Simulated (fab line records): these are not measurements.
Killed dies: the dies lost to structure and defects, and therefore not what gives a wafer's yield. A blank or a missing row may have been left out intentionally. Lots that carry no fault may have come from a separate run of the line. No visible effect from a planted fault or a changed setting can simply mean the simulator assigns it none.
Which tool did it?	flow n5_finfet	Sampling: 11 lots, 33 wafers, 3 of 1938 route steps

== WHAT THE GAUGES SHOWED, per wafer ==
N5_HKMG_FIN_INSPECT_14: inspects for defects (macro).
lot	measured	on	raw_defect_count
L318	day 4 03:46	defect_inspect-01	1 2 3
L319	day 4 06:38	defect_inspect-02	1 4 2
L320	day 4 18:23	defect_inspect-02	1 0 2
L325	day 6 02:02	defect_inspect-01	>300 >300 >300
L327	day 6 10:20	defect_inspect-01	>300 >300 >300
L328	day 6 14:04	defect_inspect-02	>300 >300 >300
L333	day 7 22:05	defect_inspect-02	2 2 1
L332	day 8 03:06	defect_inspect-01	2 1 1
L337	day 9 00:19	defect_inspect-01	5 2 4
L338	day 9 03:40	defect_inspect-02	1 0 0
L341	day 10 00:18	defect_inspect-01	1 0 7

== TOOL THAT RAN EACH LOT (tool first, then ch and the chambers of the sampled wafers, then the start) ==
lot	N5_HKMG_FIN_ETCH_55	N5_HKMG_FIN_WET_ETCH_78
L318	rie_diel-05 ch 0,1,3, day 4 00:31	wet_bench-03 ch 0,3,4, day 4 01:43
L319	rie_diel-04 ch 1,2,3, day 4 03:21	wet_bench-05 ch 0,2,6, day 4 04:34
L320	rie_diel-04 ch 0,2,3, day 4 15:10	wet_bench-05 ch 1,3,5, day 4 16:22
L325	rie_diel-03 ch 0,1,3, day 5 22:47	wet_bench-05 ch 4,5,7, day 5 23:59
L327	rie_diel-03 ch 0,1,3, day 6 07:05	wet_bench-05 ch 2,4,7, day 6 08:17
L328	rie_diel-04 ch 2,3, day 6 10:52	wet_bench-05 ch 0,4,5, day 6 12:05
L333	rie_diel-05 ch 0,1,3, day 7 18:44	wet_bench-04 ch 2,6,7, day 7 19:56
L332	rie_diel-05 ch 0,3, day 7 23:45	wet_bench-04 ch 0,2,3, day 8 00:58
L337	rie_diel-05 ch 0,1,3, day 8 21:11	wet_bench-04 ch 1,2,4, day 8 22:24
L338	rie_diel-04 ch 1,3, day 9 00:01	wet_bench-03 ch 0,2,3, day 9 01:14
L341	rie_diel-05 ch 0,1,3, day 9 21:04	wet_bench-03 ch 3,4,5, day 9 22:16
- N5_HKMG_FIN_ETCH_55: etches SOC in N2/H2, target depth 240 nm, time 300 s.
- N5_HKMG_FIN_WET_ETCH_78: etches Al2O3 in dNH4OH, stops on La2O3, target depth 4.5 nm, rinse time 30 s.

== AS READ BY THE TOOLS THEMSELVES (means over the sampled wafers that have a number; for cases with no such wafer, the mark the record gives instead) ==
N5_HKMG_FIN_ETCH_55.
lot	tool	drypump_motor_current_A (A)	oes_product_au (a.u.)	rf_vpp_V (V)	showerhead_plenum_p_Torr (Torr)	throttle_valve_pct (%)
L318	rie_diel-05	5.7	0.72	524.3	2.53	17.65
L319	rie_diel-04	6.2	0.77	523.5	2.55	17.75
L320	rie_diel-04	6.4	0.76	524.1	2.55	17.76
L325	rie_diel-03	5.8	0.86	522.6	2.51	17.69
L327	rie_diel-03	5.8	0.86	522.9	2.50	17.70
L328	rie_diel-04	6.3	0.75	523.3	2.51	17.95
L333	rie_diel-05	5.7	0.69	522.7	2.52	17.71
L332	rie_diel-05	6.1	0.69	523.5	2.54	17.67
L337	rie_diel-05	5.7	0.70	522.7	2.51	17.72
L338	rie_diel-04	6.1	0.75	522.9	2.50	17.65
L341	rie_diel-05	5.6	0.69	523.3	2.51	17.74

== THE ANSWER, worked out from the rows above alone ==
Rule: the lots themselves supply what counts as usual. The widest of any qualifying gaps counts: lots, ordered by their means at a reading, are off when they make up no more than a third of the lots, leave a main group of 4 or more, and stand apart from it by 3 or more times the standard deviation of that group's means. A main group is skipped when, at the precision printed for the reading in the tables above, its means are all equal. A lot without any number at a reading at which 4 lots or more have one is off too. The other lots that the step has rows for count as sound. After the gauges, taken in route order, come the tools' own readings; for these a lot's mean is taken, as printed above. The first step at which some lot is off is used, and at that step the reading that is off furthest; a lot without a number counts as furthest.
Off, at N5_HKMG_FIN_INSPECT_14 on raw_defect_count: L325, L327, L328. Without a number there: L325, L327, L328. Mean 1.9 and standard deviation 0.97 in the main group.
A tool fits if, at a process step before that reading, it ran every lot that is off, and no sound lot after the first of them. Gauges at N5_HKMG_FIN_INSPECT_14: tried the same way as those tools. One fits: wet_bench-05 at N5_HKMG_FIN_WET_ETCH_78. Its last sound lot is L320 (day 4 16:22), its first lot that is off L325 (day 5 23:59): a fault that began between those two fits.

== WHAT THE SIMULATOR HAD PUT IN ==
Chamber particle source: wet_bench-05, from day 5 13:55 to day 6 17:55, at N5_HKMG_FIN_WET_ETCH_78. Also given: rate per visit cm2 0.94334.
Shown lots that were struck: L325, L327, L328. The rule above reached the same finding.
